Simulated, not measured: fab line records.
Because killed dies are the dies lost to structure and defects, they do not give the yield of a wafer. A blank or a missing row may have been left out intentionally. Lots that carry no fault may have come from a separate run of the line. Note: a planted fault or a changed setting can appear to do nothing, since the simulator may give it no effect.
One fault through the eyes of 2 desks + flow nandHarc + numbers are kept per desk, each desk with only its own; the story behind them comes last

== THE METROLOGY DESK ==
What the gauges read, lot by lot, whatever tool the lot ran on: means of the sampled wafers that have a number. A lot is out of limits, marked OUT, if its mean lies more than 4 standard deviations from the usual mean; the brackets give that distance.
Columns: A = cdNm at NHARC_P_M2_CD_MEAS_09, usual 170.2 nm; B = cdNm at NHARC_P_M2_CD_MEAS_16, usual 170.1 nm
| lot  | first seen here | A     | B     |
|------|-----------------|-------|-------|
| L351 | day 7 09:05     | 169.8 | 168.8 |
| L350 | day 7 09:43     | 170.4 | 170.6 |
| L353 | day 8 03:58     | 170.1 | 169.6 |
| L354 | day 8 11:19     | 169.6 | 169.6 |
| L360 | day 10 20:28    | 170.2 | 169.9 |
| L365 | day 13 03:10    | 169.9 | 169.3 |
| L367 | day 14 13:01    | 170.7 | 170.7 |
| L368 | day 14 13:28    | 170.4 | 170.3 |
| L371 | day 15 17:22    | 170.3 | 170.7 |
This desk found nothing out of limits on any of the 9 lots.

== TOOL OWNER'S DESK, arfiScanner-02 ==
The tool's own readings at NHARC_P_M2_EXPOSE_06 (exposes mask P M2, target cd 170 nm): means of the sampled wafers that have a number, for each lot that ran on this tool. A lot is out of limits, marked OUT, if its mean lies more than 4 standard deviations from the usual mean; the brackets give that distance.
Columns: A = reticleTempC at NHARC_P_M2_EXPOSE_06, usual 22.99 C; B = stageVelMmS at NHARC_P_M2_EXPOSE_06, usual 500.06 mm/s
| lot  | first seen here | A     | B      |
|------|-----------------|-------|--------|
| L353 | day 8 03:50     | 23.03 | 500.16 |
| L354 | day 8 11:10     | 22.79 | 500.07 |
| L359 | day 10 16:14    | 22.98 | 499.75 |
| L361 | day 11 09:52    | 23.02 | 500.12 |
| L371 | day 15 17:13    | 23.01 | 500.30 |
This desk found nothing out of limits on any of the 5 lots.

== TAKEN TOGETHER ==
From the metrology desk's view, nothing was out of limits.
Nothing out of limits was seen by the tool owner's desk.

== WHAT THE SIMULATOR HAD PUT IN ==
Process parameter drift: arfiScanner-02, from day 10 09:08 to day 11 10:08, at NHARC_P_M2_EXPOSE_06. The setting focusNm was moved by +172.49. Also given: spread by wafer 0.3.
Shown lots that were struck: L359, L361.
